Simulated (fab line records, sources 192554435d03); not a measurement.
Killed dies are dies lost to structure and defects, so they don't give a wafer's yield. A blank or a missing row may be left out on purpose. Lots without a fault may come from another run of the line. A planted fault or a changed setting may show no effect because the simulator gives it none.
A struck lot beside a sound one | flow n5_finfet | 33 steps out of a route of 1938
Sound: wafers L367.3, L367.4, L367.6. Struck: wafers L378.3, L378.4, L378.5. The cause comes at the end.
At each step with rows: each side's tool, then ch and its chambers, then its first start. Under that, the readings that differ: sound wafers | struck wafers | difference of the means | sigmas: that difference in standard deviations of wafers without a fault.
alike: readings whose means differ by less than 2 such deviations, and words and numbers that are the same on both sides. not compared: withheld readings, readings that some wafer has no value for, bounds like >300 that may hide the same value, and numbers for which the record gives no deviation and whose values overlap.
The two part at a step that has a row with sigmas, a row that says differs or no value, or rows on one side only. Numbers that don't overlap but have no deviation are shown without sigmas and don't part them. A reading that every wafer of one side lacks parts them only if that side has two wafers or more.

first, 10 steps without rows for these wafers: N5_SD_EPI_P_PRECLEAN_51 (cleans in NF3:NH3, afs cycles 1, time 20 s, sublimation time 60 s); N5_SD_EPI_P_VAPOR_ETCH_44 (etches SiGe30 in NF3/Ar, time 3.3 s); N5_SD_EPI_P_EPI_21 (deposits SiGe:B, time 355 s); N5_SD_EPI_P_HM_STRIP_48 (strips SiNx in H3PO4, material SiNx, target depth 3 nm); N5_SD_EPI_P_SRD_49 (time 30 s); N5_SD_EPI_P_PRECLEAN_24 (cleans in O3/DIW, time 45 s); N5_SD_EPI_P_PRECLEAN_32 (cleans in dHF, time 10 s); N5_SD_EPI_P_PRECLEAN_33 (cleans in SC2, time 45 s); N5_SD_EPI_P_SRD_25 (time 30 s); N5_SD_ACTIVATION_RTA_00 (time 0 s).
N5_SD_ACTIVATION_LSA_01: time 0.0008 s.
  sound on laser_anneal-02 ch 0, day 4 12:19; struck on laser_anneal-02 ch 0, day 7 03:41
  reading          | sound                | struck               | difference | sigmas
  wafer_temp_C_max | 1083.1 1083.6 1084.2 | 1043.5 1043.2 1043.3 | -40.3      | -25
N5_SD_ACTIVATION_RS_MEAS_03: measures by four-point-probe.
  sound on film_metro-01, day 4 12:30; struck on film_metro-01, day 7 03:52
  reading          | sound             | struck            | difference | sigmas
  RS_SD_N (ohm/sq) | 21.23 21.48 21.61 | 26.16 25.94 25.71 | +4.50      | +16
  alike: RS_SD_P
then, 19 steps without rows for these wafers: N5_ILD0_LINER_00 (material SiNx, target thk 4 nm, pulse time 1 s, purge time 2 s); N5_ILD0_FCVD_FILL_01 (material SiO2 flowable, target thk 200 nm, time 328.3 s); N5_ILD0_CURE_02 (time 1800 s); N5_ILD0_CMP_03 (polishes, stops on SiNx, t overpolish 1.9 s, target thk 197.38 nm); N5_ILD0_CMP_07 (polishes SiO2 flowable, stops on poly-Si, t overpolish 1.18 s, target thk 138.88 nm); N5_ILD0_PRECLEAN_10 (cleans in NF3:NH3, afs cycles 5, time 20 s, sublimation time 60 s); N5_ILD0_ALD_15 (deposits SiNx, target thk 24 nm, pulse time 1 s, ald cycles 480); N5_ILD0_CMP_12 (polishes SiNx, stops on poly-Si, t overpolish 6 s, target thk 17.67 nm); N5_SDB_HM_DEP_00 (deposits SiNx from SiH4/NH3/N2, target thk 40 nm, time 35.3 s); N5_SDB_COAT_03 (time 60 s, resist thk 100 nm); N5_SDB_COAT_04 (time 60 s, resist thk 18 nm); N5_SDB_COAT_05 (resist thk 90 nm); N5_SDB_EBR_07; N5_SDB_SOFTBAKE_06 (time 60 s); N5_SDB_EXPOSE_08 (exposes mask SDB); N5_SDB_PEB_09 (peb time 60 s); N5_SDB_DEVELOP_10 (develop time 30 s); N5_SDB_DESCUM_16 (chemistry O2, time 7.9 s); N5_SDB_ETCH_17 (etches SiARC in CF4, target depth 23.4 nm, time 39 s).
-- the record jumps here: 5 days lie between the struck wafers' starts before and after (it left off in module SDB and takes up again in module BEOL_M4, whose first step shown is number 1111 of the route) --
N5_BEOL_M4_RC_MEAS_101:
  sound on prober-01 ch 0, day 9 02:23; struck on prober-01 ch 0, day 11 22:14
  reading             | sound          | struck         | difference | sigmas
  ION_N (uA/um)       | 661 685 692    | 664 652 650    | -24        | -2
  RC_DENSE_N (ohm.um) | 18.9 18.9 19.2 | 22.6 22.7 22.3 | +3.5       | +9
  RC_N (ohm.um)       | 15.4 15.3 15.5 | 18.5 18.3 18.4 | +3.0       | +9
  REXT_N (ohm.um)     | 73.7 73.3 73.8 | 85.5 84.8 84.9 | +11.5      | +6
  RS_SD_N (ohm/sq)    | 27.6 28.0 28.2 | 32.8 32.9 32.6 | +4.8       | +13
  alike: DIBL_N, DIBL_P, IOFF_N, IOFF_P, ION_P, SS_N, SS_P, VT_N, VT_P
-- the record jumps here: 4 days lie between the struck wafers' starts before and after (it left off in module BEOL_M4 and takes up again in module PASSIVATION, whose first step shown is number 1936 of the route) --
N5_PASSIVATION_PROBE_49:
  sound on prober-02, day 13 13:58; struck on prober-01, day 16 09:49
  alike: defect_limited_yield, killed_at_M0_to_M3, killed_at_M4_up, killed_at_contacts, killed_at_front_end, killed_at_other, killed_dies, killed_open, killed_short, sort_bin_5_function, sort_bin_6_memory, sort_bin_8_speed, sort_n_pass, sort_yield_pct

WHERE THEY PART
First at N5_SD_ACTIVATION_LSA_01; last, within this record, at N5_BEOL_M4_RC_MEAS_101. Later steps at which nothing parts them and some readings are alike: N5_PASSIVATION_PROBE_49.

WHY: what the simulator had put in
Process parameter drift: laser_anneal-02, from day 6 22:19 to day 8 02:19, at N5_SD_ACTIVATION_LSA_01. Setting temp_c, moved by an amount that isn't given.
